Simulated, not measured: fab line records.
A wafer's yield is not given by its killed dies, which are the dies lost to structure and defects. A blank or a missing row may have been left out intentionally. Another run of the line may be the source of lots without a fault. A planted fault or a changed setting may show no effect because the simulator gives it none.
Chamber matching | flow nand harc | NHARC_P_STI_DESCUM_14 on rie diel-04: 4 sister chambers
The step chemistry O2, time 3 s. 4 wafers are shown with their chamber, then 9 later ones without.

EACH WAFER AND ITS CHAMBER
wafer  | chamber | drypump motor current A (A)
L880.6 | 0       | 5.6
L885.5 | 1       | 5.8
L887.3 | 3       | 6.4
L887.6 | 2       | 6.0

WAFERS WITHOUT THEIR CHAMBER
wafer  | drypump motor current A (A)
L890.1 | 6.4
L890.3 | 5.7
L890.4 | 5.6
L891.3 | 6.4
L891.5 | 6.0
L891.6 | 6.4
L892.1 | 6.4
L892.3 | 5.7
L892.5 | 5.9

WHICH CHAMBER EACH WENT THROUGH
wafer  | from the rows above     | in truth
L890.1 | 3                       | 3
L890.3 | can't be placed: 1 or 0 | 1
L890.4 | 0                       | 0
L891.3 | 3                       | 3
L891.5 | 2                       | 2
L891.6 | 3                       | 3
L892.1 | 3                       | 3
L892.3 | can't be placed: 1 or 0 | 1
L892.5 | can't be placed: 2 or 1 | 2
Correctly placed: 6 of 9. Cannot be placed on the basis of these rows: 3; the candidates contain the true chamber in 3. Placed wrongly: 0.
How it was worked out, from the rows above alone: a wafer's distance from a chamber is the root of the sum, over the readings, of the square of ((its reading less the chamber's mean) divided by the reading's scatter). If the next closest chamber is less than 2 further off than the closest, the wafer can't be placed; otherwise it belongs to the closest. The mean given for a chamber averages the wafers shown for that chamber. The scatter (one wafer shown for each chamber): square how far every hidden wafer sits from the nearest shown wafer, average those squares and take the square root.
